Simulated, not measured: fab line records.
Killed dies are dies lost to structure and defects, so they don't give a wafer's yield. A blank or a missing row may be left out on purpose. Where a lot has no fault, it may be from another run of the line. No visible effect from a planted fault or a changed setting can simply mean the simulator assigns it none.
fab line records | flow n5-finfet
record lots=24 | wafers=72 | last-day=17
route steps=1938 shown SD_ACTIVATION@330 ILD0@335 SDB@356
lots with no fault: from the same line, run without faults
start-h: hours from the record's opening day to when the first of the lot's shown wafers began | wait-h: how many hours have passed since the lot's step before this one | " the same as in the row above | L1.1+2: one row covering several wafers at once | - no value present, or no start provided | * or withheld: withheld | < > ~ a bound
route shown NAME@n: a module of which the file shows steps, and the number in the route of the first | usual: average and standard deviation across the fault-free wafers | same: alike in all rows | chamber/n: place in a boat | sites: each site's reading | _std_site: their standard deviation | _edge_site: the outer-site mean with the inner-site mean subtracted | radius-mm: for every site, how far away it sits from the centre of the wafer | mask NAME#n: copy n | behind: the tool/chamber that last shaped the wafer | hold: cause of the lot's hold/its duration in hours/its outcome | device: the transistor (n, p or np) that didn't switch | end of line: at the end of the route, the tests of the same wafers | a step given without rows: its recipe and nothing more | killed: count of dies lost to structure and defects at first sort (not the wafer's yield) | map: per-die view of a wafer (x killed, . not killed, _ where there is no die)
set.NAME: the setting the step ran with; set.NAME@STEP: the setting that earlier step ran with | model.NAME: the simulator's own value behind a step, which no gauge read
the route's steps for a sample of lots (tables are steps, rows are wafers)
services: from which hour (start-h, from the record's first day; less than 0 if before it) a tool's chamber was out of use, for how many hours, and why
## steps
# step N5_SD_ACTIVATION_RTA_00
# recipe temp-c=975 | time-s=0 | ambient=N2 | idle-temp-c=600 | ramp-up-c-per-s=150 | ramp-down-c-per-s=60 | cool-to-c=600
# usual lamp-power-pct=8.95/0.05 | wafer_temp_C_max=975.1/2.1
lot.wafer | tool          | chamber | start-h | wait-h | lamp-power-pct | wafer_temp_C_max
L074.1    | rtp-anneal-02 | 0       | 56.50   | 0.2    | 8.99           | 972.9
L074.3    | "             | 0       | "       | "      | 8.93           | 972.4
L074.5    | "             | 0       | "       | "      | 9.03           | 979.0
L075.2    | rtp-anneal-01 | 0       | 66.99   | 0.1    | 8.93           | 976.5
L075.4    | "             | 0       | "       | "      | 8.98           | 970.5
L075.6    | "             | 0       | "       | "      | 8.96           | 978.9
L076.2    | rtp-anneal-01 | 0       | 72.40   | 0.1    | 8.99           | 976.5
L076.4    | "             | 0       | "       | "      | 8.99           | 972.2
L076.6    | "             | 0       | "       | "      | 8.98           | 975.9
L077.1    | rtp-anneal-02 | 0       | 77.91   | 0.0    | 8.99           | 978.6
L077.2    | "             | 0       | "       | "      | 8.96           | 972.9
L077.6    | "             | 0       | "       | "      | 8.92           | 974.4
L078.1    | rtp-anneal-02 | 0       | 84.62   | 0.0    | 8.91           | 973.5
L078.4    | "             | 0       | "       | "      | 8.98           | 972.2
L078.6    | "             | 0       | "       | "      | 8.96           | 974.6
L079.1    | rtp-anneal-01 | 0       | 87.59   | 0.0    | 8.94           | 974.8
L079.2    | "             | 0       | "       | "      | 8.94           | 976.4
L079.3    | "             | 0       | "       | "      | 8.92           | 976.5
L080.1    | rtp-anneal-02 | 0       | 93.93   | 0.2    | 8.91           | 975.8
L080.5    | "             | 0       | "       | "      | 8.94           | 974.3
L080.6    | "             | 0       | "       | "      | 8.95           | 981.0
L081.1    | rtp-anneal-02 | 0       | 102.49  | 0.2    | 8.97           | 975.1
L081.5    | "             | 0       | "       | "      | 8.93           | 976.4
L081.6    | "             | 0       | "       | "      | 9.00           | 974.1
L082.1    | rtp-anneal-01 | 0       | 107.00  | 0.2    | 8.92           | 975.5
L082.3    | "             | 0       | "       | "      | 8.82           | 977.6
L082.5    | "             | 0       | "       | "      | 8.94           | 975.6
L083.1    | rtp-anneal-02 | 0       | 111.93  | 0.0    | 8.99           | 977.2
L083.2    | "             | 0       | "       | "      | 8.89           | 972.9
L083.5    | "             | 0       | "       | "      | 8.97           | 972.2
L084.1    | rtp-anneal-01 | 0       | 118.63  | 0.3    | 8.93           | 976.7
L084.3    | "             | 0       | "       | "      | 8.92           | 975.3
L084.4    | "             | 0       | "       | "      | 8.94           | 976.9
L085.1    | rtp-anneal-02 | 0       | 126.82  | 0.3    | 8.93           | 976.0
L085.2    | "             | 0       | "       | "      | 8.98           | 974.3
L085.6    | "             | 0       | "       | "      | 8.94           | 971.6
L086.1    | rtp-anneal-02 | 0       | 134.23  | 0.1    | 8.92           | 975.3
L086.3    | "             | 0       | "       | "      | 8.98           | 975.7
L086.5    | "             | 0       | "       | "      | 9.08           | 975.6
L087.1    | rtp-anneal-01 | 0       | 136.55  | 0.2    | 9.03           | 974.4
L087.2    | "             | 0       | "       | "      | 8.94           | 972.2
L087.3    | "             | 0       | "       | "      | 8.94           | 976.2
L088.3    | rtp-anneal-01 | 0       | 142.80  | 0.1    | 8.86           | 976.7
L088.5    | "             | 0       | "       | "      | 8.96           | 973.1
L088.6    | "             | 0       | "       | "      | 8.94           | 973.8
L089.1    | rtp-anneal-02 | 0       | 148.39  | 0.0    | 8.92           | 974.0
L089.2    | "             | 0       | "       | "      | 8.98           | 976.2
L089.5    | "             | 0       | "       | "      | 8.96           | 969.7
L090.2    | rtp-anneal-02 | 0       | 153.39  | 0.1    | 8.94           | 973.8
L090.4    | "             | 0       | "       | "      | 8.87           | 975.3
L090.6    | "             | 0       | "       | "      | 8.95           | 977.3
L091.1    | rtp-anneal-02 | 0       | 160.02  | 0.0    | 8.91           | 975.9
L091.2    | "             | 0       | "       | "      | 8.95           | 979.3
L091.6    | "             | 0       | "       | "      | 8.90           | 976.2
L092.1    | rtp-anneal-01 | 0       | 165.16  | 0.0    | 9.03           | 971.6
L092.2    | "             | 0       | "       | "      | 8.92           | 974.4
L092.3    | "             | 0       | "       | "      | 8.96           | 974.7
L093.1    | rtp-anneal-02 | 0       | 175.12  | 0.0    | 8.92           | 976.4
L093.2    | "             | 0       | "       | "      | 8.95           | 977.1
L093.3    | "             | 0       | "       | "      | 8.92           | 974.4
L094.2    | rtp-anneal-02 | 0       | 178.75  | 0.1    | 9.07           | 973.3
L094.3    | "             | 0       | "       | "      | 8.84           | 972.4
L094.5    | "             | 0       | "       | "      | 8.96           | 975.7
L095.1    | rtp-anneal-02 | 0       | 184.44  | 0.1    | 9.03           | 975.8
L095.3    | "             | 0       | "       | "      | 8.96           | 976.6
L095.6    | "             | 0       | "       | "      | 8.93           | 977.1
L096.2    | rtp-anneal-02 | 0       | 191.75  | 0.1    | 8.93           | 975.4
L096.3    | "             | 0       | "       | "      | 9.07           | 976.0
L096.6    | "             | 0       | "       | "      | 8.94           | 976.5
L097.1    | rtp-anneal-01 | 0       | 193.78  | 0.0    | 8.93           | 976.1
L097.3    | "             | 0       | "       | "      | 9.03           | 976.5
L097.6    | "             | 0       | "       | "      | 9.01           | 975.0
# step N5_ILD0_LINER_00
# recipe material=SiNx | target-thk-a=40 | temp-c=400 | ald-precursor-family=SiH2I2 | ald-co-reactant=N2/H2-plasma | pulse-time-s=1 | purge-time-s=2 | co-reactant-purge-time-s=2 | ald-cycles=80 | pressure-torr=2
# usual heater-power-w=835/120 | precursor-pulse-height-rel=1.002/0.022
lot.wafer | tool       | chamber | start-h | wait-h | heater-power-w | precursor-pulse-height-rel
L074.1    | ald-sin-02 | 3       | 57.26   | 0.0    | 705            | 1.017
L074.3    | "          | 2       | "       | "      | 760            | 1.028
L074.5    | "          | 0       | "       | "      | 991            | 1.022
L075.2    | ald-sin-03 | 3       | 67.72   | 0.0    | 886            | 0.995
L075.4    | "          | 1       | "       | "      | 696            | 1.035
L075.6    | "          | 1       | "       | "      | 665            | 1.012
L076.2    | ald-sin-03 | 3       | 73.60   | 0.5    | 891            | 0.987
L076.4    | "          | 1       | "       | "      | 687            | 0.999
L076.6    | "          | 1       | "       | "      | 674            | 1.040
L077.1    | ald-sin-01 | 0       | 78.67   | 0.0    | 744            | 0.987
L077.2    | "          | 2       | "       | "      | 1097           | 0.980
L077.6    | "          | 2       | "       | "      | 1067           | 0.967
L078.1    | ald-sin-03 | 2       | 86.22   | 0.9    | 779            | 1.031
L078.4    | "          | 1       | "       | "      | 694            | 1.032
L078.6    | "          | 2       | "       | "      | 753            | 0.998
L079.1    | ald-sin-01 | 3       | 88.35   | 0.0    | 855            | 1.017
L079.2    | "          | 2       | "       | "      | 1063           | 1.032
L079.3    | "          | 0       | "       | "      | 766            | 1.003
L080.1    | ald-sin-03 | 1       | 94.70   | 0.0    | 682            | 1.017
L080.5    | "          | 2       | "       | "      | 773            | 1.006
L080.6    | "          | 1       | "       | "      | 695            | 0.982
L081.1    | ald-sin-02 | 0       | 103.33  | 0.1    | 949            | 0.985
L081.5    | "          | 2       | "       | "      | 676            | 1.002
L081.6    | "          | 1       | "       | "      | 842            | 0.998
L082.1    | ald-sin-01 | 1       | 108.02  | 0.3    | 922            | 1.004
L082.3    | "          | 3       | "       | "      | 850            | 1.011
L082.5    | "          | 1       | "       | "      | 912            | 1.021
L083.1    | ald-sin-02 | 0       | 113.41  | 0.7    | 974            | 1.036
L083.2    | "          | 3       | "       | "      | 713            | 1.001
L083.5    | "          | 0       | "       | "      | 1005           | 0.990
L084.1    | ald-sin-02 | 3       | 119.50  | 0.1    | 727            | 1.003
L084.3    | "          | 1       | "       | "      | 852            | 0.985
L084.4    | "          | 0       | "       | "      | 982            | 1.002
L085.1    | ald-sin-02 | 1       | 127.60  | 0.0    | 831            | 1.003
L085.2    | "          | 0       | "       | "      | 971            | 1.021
L085.6    | "          | 0       | "       | "      | 985            | 0.993
L086.1    | ald-sin-01 | 2       | 134.99  | 0.0    | 1101           | 0.993
L086.3    | "          | 1       | "       | "      | 917            | 1.013
L086.5    | "          | 1       | "       | "      | 943            | 0.992
L087.1    | ald-sin-01 | 0       | 137.32  | 0.0    | 764            | 1.005
L087.2    | "          | 1       | "       | "      | 928            | 1.006
L087.3    | "          | 3       | "       | "      | 854            | 0.980
L088.3    | ald-sin-03 | 1       | 143.76  | 0.3    | 670            | 1.040
L088.5    | "          | 2       | "       | "      | 777            | 1.048
L088.6    | "          | 1       | "       | "      | 685            | 0.986
L089.1    | ald-sin-01 | 0       | 149.15  | 0.0    | 766            | 0.984
L089.2    | "          | 1       | "       | "      | 951            | 1.004
L089.5    | "          | 2       | "       | "      | 1072           | 1.002
L090.2    | ald-sin-03 | 2       | 154.22  | 0.1    | 772            | 0.976
L090.4    | "          | 3       | "       | "      | 873            | 0.977
L090.6    | "          | 3       | "       | "      | 871            | 1.029
L091.1    | ald-sin-02 | 2       | 160.79  | 0.0    | 694            | 0.981
L091.2    | "          | 1       | "       | "      | 807            | 0.972
L091.6    | "          | 1       | "       | "      | 838            | 1.061
L092.1    | ald-sin-01 | 1       | 165.92  | 0.0    | 933            | 1.039
L092.2    | "          | 2       | "       | "      | 1104           | 1.034
L092.3    | "          | 3       | "       | "      | 831            | 0.993
L093.1    | ald-sin-02 | 2       | 176.14  | 0.3    | 719            | 0.994
L093.2    | "          | 3       | "       | "      | 744            | 1.044
L093.3    | "          | 0       | "       | "      | 965            | 0.994
L094.2    | ald-sin-03 | 2       | 179.49  | 0.0    | 756            | 0.992
L094.3    | "          | 1       | "       | "      | 684            | 1.044
L094.5    | "          | 2       | "       | "      | 755            | 0.980
L095.1    | ald-sin-02 | 2       | 185.38  | 0.2    | 718            | 1.004
L095.3    | "          | 1       | "       | "      | 843            | 0.992
L095.6    | "          | 2       | "       | "      | 688            | 0.935
L096.2    | ald-sin-01 | 3       | 192.48  | 0.0    | 816            | 1.000
L096.3    | "          | 1       | "       | "      | 902            | 0.991
L096.6    | "          | 0       | "       | "      | 725            | 1.022
L097.1    | ald-sin-02 | 2       | 194.55  | 0.0    | 710            | 1.041
L097.3    | "          | 3       | "       | "      | 730            | 0.984
L097.6    | "          | 3       | "       | "      | 723            | 1.018
# step N5_ILD0_THK_MEAS_04
# usual thk-nm=197.1/1.3
lot.wafer | tool          | chamber | start-h | wait-h | thk-nm
L074.1    | film-metro-02 | -       | 59.92   | -      | 195.4
L074.3    | "             | -       | "       | "      | 195.9
L074.5    | "             | -       | "       | "      | 195.9
L075.2    | film-metro-01 | -       | 70.38   | -      | 194.0
L075.4    | "             | -       | "       | "      | 194.8
L075.6    | "             | -       | "       | "      | 195.3
L076.2    | film-metro-01 | -       | 76.27   | -      | 198.1
L076.4    | "             | -       | "       | "      | 195.9
L076.6    | "             | -       | "       | "      | 195.7
L077.1    | film-metro-02 | -       | 81.33   | -      | 197.4
L077.2    | "             | -       | "       | "      | 198.8
L077.6    | "             | -       | "       | "      | 196.1
L078.1    | film-metro-02 | -       | 88.89   | -      | 198.6
L078.4    | "             | -       | "       | "      | 197.9
L078.6    | "             | -       | "       | "      | 197.4
L079.1    | film-metro-02 | -       | 91.03   | 0.2    | 196.0
L079.2    | "             | -       | "       | "      | 196.1
L079.3    | "             | -       | "       | "      | 196.2
L080.1    | film-metro-01 | -       | 97.35   | -      | 198.8
L080.5    | "             | -       | "       | "      | 196.4
L080.6    | "             | -       | "       | "      | 198.9
L081.1    | film-metro-01 | -       | 105.99  | -      | 197.2
L081.5    | "             | -       | "       | "      | 198.0
L081.6    | "             | -       | "       | "      | 198.4
L082.1    | film-metro-02 | -       | 110.67  | -      | 196.1
L082.3    | "             | -       | "       | "      | 198.8
L082.5    | "             | -       | "       | "      | 197.8
L083.1    | film-metro-02 | -       | 116.06  | -      | 197.2
L083.2    | "             | -       | "       | "      | 198.2
L083.5    | "             | -       | "       | "      | 198.1
L084.1    | film-metro-02 | -       | 122.17  | -      | 197.5
L084.3    | "             | -       | "       | "      | 197.5
L084.4    | "             | -       | "       | "      | 199.8
L085.1    | film-metro-01 | -       | 130.26  | -      | 197.3
L085.2    | "             | -       | "       | "      | 198.2
L085.6    | "             | -       | "       | "      | 194.2
L086.1    | film-metro-02 | -       | 137.67  | -      | 197.8
L086.3    | "             | -       | "       | "      | 199.9
L086.5    | "             | -       | "       | "      | 199.1
L087.1    | film-metro-01 | -       | 139.98  | -      | 196.7
L087.2    | "             | -       | "       | "      | 197.1
L087.3    | "             | -       | "       | "      | 195.5
L088.3    | film-metro-01 | -       | 146.44  | 0.2    | 194.8
L088.5    | "             | -       | "       | "      | 194.8
L088.6    | "             | -       | "       | "      | 197.7
L089.1    | film-metro-01 | -       | 151.82  | 0.2    | 198.0
L089.2    | "             | -       | "       | "      | 194.6
L089.5    | "             | -       | "       | "      | 196.2
L090.2    | film-metro-01 | -       | 156.91  | 0.2    | 197.7
L090.4    | "             | -       | "       | "      | 197.9
L090.6    | "             | -       | "       | "      | 196.9
L091.1    | film-metro-01 | -       | 163.45  | -      | 198.2
L091.2    | "             | -       | "       | "      | 198.1
L091.6    | "             | -       | "       | "      | 196.5
L092.1    | film-metro-01 | -       | 168.60  | -      | 198.5
L092.2    | "             | -       | "       | "      | 197.8
L092.3    | "             | -       | "       | "      | 197.9
L093.1    | film-metro-02 | -       | 178.83  | 0.3    | 198.6
L093.2    | "             | -       | "       | "      | 198.0
L093.3    | "             | -       | "       | "      | 196.3
L094.2    | film-metro-01 | -       | 182.15  | -      | 198.2
L094.3    | "             | -       | "       | "      | 196.7
L094.5    | "             | -       | "       | "      | 195.8
L095.1    | film-metro-02 | -       | 188.40  | -      | 195.7
L095.3    | "             | -       | "       | "      | 197.9
L095.6    | "             | -       | "       | "      | 197.0
L096.2    | film-metro-02 | -       | 195.50  | -      | 198.2
L096.3    | "             | -       | "       | "      | 195.9
L096.6    | "             | -       | "       | "      | 198.2
L097.1    | film-metro-02 | -       | 197.43  | -      | 198.9
L097.3    | "             | -       | "       | "      | 197.3
L097.6    | "             | -       | "       | "      | 198.0
# step N5_ILD0_THK_MEAS_13
# usual thk-nm=17.4/1.4
lot.wafer | tool          | chamber | start-h | wait-h | thk-nm
L074.1    | film-metro-01 | -       | 63.46   | -      | 19.7
L074.3    | "             | -       | "       | "      | 15.5
L074.5    | "             | -       | "       | "      | 15.7
L075.2    | film-metro-01 | -       | 73.92   | -      | 15.5
L075.4    | "             | -       | "       | "      | 16.1
L075.6    | "             | -       | "       | "      | 15.9
L076.2    | film-metro-02 | -       | 80.24   | -      | 19.1
L076.4    | "             | -       | "       | "      | 18.0
L076.6    | "             | -       | "       | "      | 16.9
L077.1    | film-metro-02 | -       | 85.01   | -      | 15.7
L077.2    | "             | -       | "       | "      | 17.7
L077.6    | "             | -       | "       | "      | 18.8
L078.1    | film-metro-01 | -       | 92.54   | -      | 17.7
L078.4    | "             | -       | "       | "      | 16.0
L078.6    | "             | -       | "       | "      | 15.4
L079.1    | film-metro-02 | -       | 94.84   | -      | 19.3
L079.2    | "             | -       | "       | "      | 16.2
L079.3    | "             | -       | "       | "      | 19.0
L080.1    | film-metro-02 | -       | 100.97  | -      | 18.8
L080.5    | "             | -       | "       | "      | 19.1
L080.6    | "             | -       | "       | "      | 18.0
L081.1    | film-metro-01 | -       | 109.53  | -      | 18.2
L081.5    | "             | -       | "       | "      | 16.3
L081.6    | "             | -       | "       | "      | 17.3
L082.1    | film-metro-01 | -       | 114.21  | -      | 17.5
L082.3    | "             | -       | "       | "      | 15.5
L082.5    | "             | -       | "       | "      | 15.2
L083.1    | film-metro-02 | -       | 120.72  | -      | 20.1
L083.2    | "             | -       | "       | "      | 16.1
L083.5    | "             | -       | "       | "      | 17.1
L084.1    | film-metro-02 | -       | 125.71  | -      | 18.2
L084.3    | "             | -       | "       | "      | 17.6
L084.4    | "             | -       | "       | "      | 18.5
L085.1    | film-metro-01 | -       | 133.79  | -      | 17.4
L085.2    | "             | -       | "       | "      | 19.2
L085.6    | "             | -       | "       | "      | 14.9
L086.1    | film-metro-01 | -       | 141.34  | -      | 16.5
L086.3    | "             | -       | "       | "      | 17.8
L086.5    | "             | -       | "       | "      | 18.2
L087.1    | film-metro-01 | -       | 143.51  | -      | 15.6
L087.2    | "             | -       | "       | "      | 15.7
L087.3    | "             | -       | "       | "      | 17.5
L088.3    | film-metro-02 | -       | 150.04  | -      | 18.1
L088.5    | "             | -       | "       | "      | 15.6
L088.6    | "             | -       | "       | "      | 15.3
L089.1    | film-metro-01 | -       | 155.40  | 0.3    | 18.9
L089.2    | "             | -       | "       | "      | 18.3
L089.5    | "             | -       | "       | "      | 15.9
L090.2    | film-metro-01 | -       | 160.81  | -      | 16.9
L090.4    | "             | -       | "       | "      | 16.6
L090.6    | "             | -       | "       | "      | 18.5
L091.1    | film-metro-01 | -       | 166.99  | -      | 18.7
L091.2    | "             | -       | "       | "      | 16.1
L091.6    | "             | -       | "       | "      | 16.8
L092.1    | film-metro-02 | -       | 172.13  | -      | 18.9
L092.2    | "             | -       | "       | "      | 16.9
L092.3    | "             | -       | "       | "      | 17.4
L093.1    | film-metro-02 | -       | 182.60  | -      | 15.0
L093.2    | "             | -       | "       | "      | 20.6
L093.3    | "             | -       | "       | "      | 15.7
L094.2    | film-metro-02 | -       | 185.72  | 0.3    | 17.5
L094.3    | "             | -       | "       | "      | 18.5
L094.5    | "             | -       | "       | "      | 17.8
L095.1    | film-metro-02 | -       | 192.06  | 0.1    | 18.4
L095.3    | "             | -       | "       | "      | 20.2
L095.6    | "             | -       | "       | "      | 18.7
L096.2    | film-metro-02 | -       | 199.18  | -      | 17.6
L096.3    | "             | -       | "       | "      | 17.5
L096.6    | "             | -       | "       | "      | 20.0
L097.1    | film-metro-01 | -       | 200.96  | -      | 18.0
L097.3    | "             | -       | "       | "      | 18.7
L097.6    | "             | -       | "       | "      | 18.4
# step N5_SDB_CD_MEAS_11
# recipe target-cd-nm=50 | landing-energy-ev=500 | detector=se-inlens | polarity=opening
# usual cd-nm=49.8/1.2
lot.wafer | tool      | chamber | start-h | wait-h | cd-nm
L074.1    | cd-sem-03 | 0       | 63.97   | -      | 49.9
L074.3    | "         | 0       | "       | "      | 50.3
L074.5    | "         | 0       | "       | "      | 50.4
L075.2    | cd-sem-01 | 0       | 74.31   | -      | 52.2
L075.4    | "         | 0       | "       | "      | 50.5
L075.6    | "         | 0       | "       | "      | 49.3
L076.2    | cd-sem-03 | 0       | 80.63   | -      | 47.7
L076.4    | "         | 0       | "       | "      | 49.8
L076.6    | "         | 0       | "       | "      | 46.8
L077.1    | cd-sem-03 | 0       | 85.52   | -      | 51.1
L077.2    | "         | 0       | "       | "      | 51.5
L077.6    | "         | 0       | "       | "      | 50.2
L078.1    | cd-sem-02 | 0       | 93.05   | -      | 51.3
L078.4    | "         | 0       | "       | "      | 51.7
L078.6    | "         | 0       | "       | "      | 51.9
L079.1    | cd-sem-02 | 0       | 95.23   | -      | 50.3
L079.2    | "         | 0       | "       | "      | 50.2
L079.3    | "         | 0       | "       | "      | 48.1
L080.1    | cd-sem-01 | 0       | 101.38  | -      | 48.2
L080.5    | "         | 0       | "       | "      | 50.9
L080.6    | "         | 0       | "       | "      | 48.6
L081.1    | cd-sem-01 | 0       | 110.04  | -      | 50.9
L081.5    | "         | 0       | "       | "      | 51.0
L081.6    | "         | 0       | "       | "      | 49.8
L082.1    | cd-sem-02 | 0       | 114.60  | -      | 50.5
L082.3    | "         | 0       | "       | "      | 49.4
L082.5    | "         | 0       | "       | "      | 48.5
L083.1    | cd-sem-02 | 0       | 121.23  | -      | 49.6
L083.2    | "         | 0       | "       | "      | 49.8
L083.5    | "         | 0       | "       | "      | 50.5
L084.1    | cd-sem-03 | 0       | 126.22  | -      | 48.3
L084.3    | "         | 0       | "       | "      | 49.7
L084.4    | "         | 0       | "       | "      | 49.1
L085.1    | cd-sem-03 | 0       | 134.33  | -      | 48.6
L085.2    | "         | 0       | "       | "      | 48.6
L085.6    | "         | 0       | "       | "      | 48.2
L086.1    | cd-sem-02 | 0       | 141.75  | -      | 51.0
L086.3    | "         | 0       | "       | "      | 51.1
L086.5    | "         | 0       | "       | "      | 49.9
L087.1    | cd-sem-03 | 0       | 144.02  | -      | 48.4
L087.2    | "         | 0       | "       | "      | 50.6
L087.3    | "         | 0       | "       | "      | 50.7
L088.3    | cd-sem-01 | 0       | 150.55  | -      | 46.9
L088.5    | "         | 0       | "       | "      | 48.8
L088.6    | "         | 0       | "       | "      | 48.9
L089.1    | cd-sem-01 | 0       | 155.91  | -      | 49.0
L089.2    | "         | 0       | "       | "      | 49.3
L089.5    | "         | 0       | "       | "      | 51.4
L090.2    | cd-sem-01 | 0       | 161.23  | -      | 51.0
L090.4    | "         | 0       | "       | "      | 47.8
L090.6    | "         | 0       | "       | "      | 47.8
L091.1    | cd-sem-03 | 0       | 167.50  | -      | 50.2
L091.2    | "         | 0       | "       | "      | 50.9
L091.6    | "         | 0       | "       | "      | 50.9
L092.1    | cd-sem-02 | 0       | 172.65  | -      | 50.2
L092.2    | "         | 0       | "       | "      | 49.1
L092.3    | "         | 0       | "       | "      | 50.9
L093.1    | cd-sem-02 | 0       | 182.99  | -      | 51.5
L093.2    | "         | 0       | "       | "      | 49.0
L093.3    | "         | 0       | "       | "      | 50.1
L094.2    | cd-sem-01 | 0       | 186.24  | -      | 50.8
L094.3    | "         | 0       | "       | "      | 48.7
L094.5    | "         | 0       | "       | "      | 49.1
L095.1    | cd-sem-02 | 0       | 192.57  | -      | 51.0
L095.3    | "         | 0       | "       | "      | 49.6
L095.6    | "         | 0       | "       | "      | 49.8
L096.2    | cd-sem-01 | 0       | 199.57  | -      | 50.1
L096.3    | "         | 0       | "       | "      | 49.4
L096.6    | "         | 0       | "       | "      | 51.0
L097.1    | cd-sem-01 | 0       | 201.48  | -      | 49.1
L097.3    | "         | 0       | "       | "      | 52.1
L097.6    | "         | 0       | "       | "      | 50.3
# step N5_SDB_OVL_MEAS_12
# recipe points-per-wafer=44
# usual SDB_OVL=-0.4/0.91
lot.wafer | tool       | chamber | start-h | wait-h | SDB_OVL[nm]
L074.1    | overlay-01 | 0       | 64.00   | 0.0    | -0.9
L074.3    | "          | 0       | "       | "      | -1.9
L074.5    | "          | 0       | "       | "      | -1.9
L075.2    | overlay-01 | 0       | 74.34   | 0.0    | 1.0
L075.4    | "          | 0       | "       | "      | 1.1
L075.6    | "          | 0       | "       | "      | -0.4
L076.2    | overlay-02 | 0       | 80.65   | 0.0    | 0.2
L076.4    | "          | 0       | "       | "      | 0.5
L076.6    | "          | 0       | "       | "      | 0.3
L077.1    | overlay-02 | 0       | 85.55   | 0.0    | 0.3
L077.2    | "          | 0       | "       | "      | -1.2
L077.6    | "          | 0       | "       | "      | 0.8
L078.1    | overlay-02 | 0       | 93.08   | 0.0    | -0.3
L078.4    | "          | 0       | "       | "      | -0.7
L078.6    | "          | 0       | "       | "      | -0.6
L079.1    | overlay-02 | 0       | 95.26   | 0.0    | -1.9
L079.2    | "          | 0       | "       | "      | -1.6
L079.3    | "          | 0       | "       | "      | -1.9
L080.1    | overlay-02 | 0       | 101.41  | 0.0    | -0.5
L080.5    | "          | 0       | "       | "      | 0.1
L080.6    | "          | 0       | "       | "      | -1.1
L081.1    | overlay-02 | 0       | 110.07  | 0.0    | -0.2
L081.5    | "          | 0       | "       | "      | -0.9
L081.6    | "          | 0       | "       | "      | 0.2
L082.1    | overlay-02 | 0       | 114.63  | 0.0    | 0.1
L082.3    | "          | 0       | "       | "      | 1.0
L082.5    | "          | 0       | "       | "      | 0.8
L083.1    | overlay-02 | 0       | 121.27  | 0.0    | -0.2
L083.2    | "          | 0       | "       | "      | -0.9
L083.5    | "          | 0       | "       | "      | -0.3
L084.1    | overlay-02 | 0       | 126.25  | 0.0    | 0.5
L084.3    | "          | 0       | "       | "      | 0.3
L084.4    | "          | 0       | "       | "      | 0.6
L085.1    | overlay-01 | 0       | 134.36  | 0.0    | -2.2
L085.2    | "          | 0       | "       | "      | -0.9
L085.6    | "          | 0       | "       | "      | -1.9
L086.1    | overlay-02 | 0       | 141.78  | 0.0    | -1.3
L086.3    | "          | 0       | "       | "      | -0.8
L086.5    | "          | 0       | "       | "      | -0.9
L087.1    | overlay-02 | 0       | 144.06  | 0.0    | -2.0
L087.2    | "          | 0       | "       | "      | -1.0
L087.3    | "          | 0       | "       | "      | -1.4
L088.3    | overlay-02 | 0       | 150.58  | 0.0    | -1.2
L088.5    | "          | 0       | "       | "      | -0.8
L088.6    | "          | 0       | "       | "      | 0.2
L089.1    | overlay-02 | 0       | 155.94  | 0.0    | -0.3
L089.2    | "          | 0       | "       | "      | -0.1
L089.5    | "          | 0       | "       | "      | -1.0
L090.2    | overlay-02 | 0       | 161.26  | 0.0    | -0.2
L090.4    | "          | 0       | "       | "      | -0.1
L090.6    | "          | 0       | "       | "      | -1.4
L091.1    | overlay-01 | 0       | 167.53  | 0.0    | 0.7
L091.2    | "          | 0       | "       | "      | 0.2
L091.6    | "          | 0       | "       | "      | 0.8
L092.1    | overlay-01 | 0       | 172.68  | 0.0    | 1.3
L092.2    | "          | 0       | "       | "      | 1.2
L092.3    | "          | 0       | "       | "      | 0.7
L093.1    | overlay-02 | 0       | 183.02  | 0.0    | 0.1
L093.2    | "          | 0       | "       | "      | 1.1
L093.3    | "          | 0       | "       | "      | -1.0
L094.2    | overlay-01 | 0       | 186.27  | 0.0    | -0.4
L094.3    | "          | 0       | "       | "      | -0.4
L094.5    | "          | 0       | "       | "      | -0.4
L095.1    | overlay-02 | 0       | 192.60  | 0.0    | 0.4
L095.3    | "          | 0       | "       | "      | 0.6
L095.6    | "          | 0       | "       | "      | 0.1
L096.2    | overlay-01 | 0       | 199.60  | 0.0    | -1.6
L096.3    | "          | 0       | "       | "      | -0.8
L096.6    | "          | 0       | "       | "      | -1.1
L097.1    | overlay-02 | 0       | 201.51  | 0.0    | -0.9
L097.3    | "          | 0       | "       | "      | 0.3
L097.6    | "          | 0       | "       | "      | 0.2
## services
tool       | chamber | start-h | hours | kind
ald-sin-01 | -       | 37.71   | 4.5   | repair
ald-sin-01 | 3       | 42.70   | 7.5   | repair
ald-sin-03 | 3       | 48.53   | -     | calibration
ald-sin-02 | -       | 85.25   | 14.0  | pm
ald-sin-02 | 0       | 85.25   | 14.0  | vent-cycle
ald-sin-02 | 1       | 85.25   | 14.0  | vent-cycle
ald-sin-02 | 2       | 85.25   | 14.0  | vent-cycle
ald-sin-02 | 3       | 85.25   | 14.0  | vent-cycle
ald-sin-02 | 0       | 99.25   | -     | clean
ald-sin-02 | 1       | 99.25   | -     | clean
ald-sin-02 | 2       | 99.25   | -     | clean
ald-sin-02 | 3       | 99.25   | -     | clean
ald-sin-01 | -       | 111.09  | 0.5   | repair
ald-sin-02 | -       | 137.97  | 14.6  | pm
ald-sin-01 | -       | 176.75  | 14.0  | pm
ald-sin-01 | 0       | 176.75  | 14.0  | vent-cycle
ald-sin-01 | 1       | 176.75  | 14.0  | vent-cycle
ald-sin-01 | 2       | 176.75  | 14.0  | vent-cycle
ald-sin-01 | 3       | 176.75  | 14.0  | vent-cycle
ald-sin-01 | 0       | 190.75  | -     | clean
ald-sin-01 | 1       | 190.75  | -     | clean
ald-sin-01 | 2       | 190.75  | -     | clean
ald-sin-01 | 3       | 190.75  | -     | clean
## key
fault none
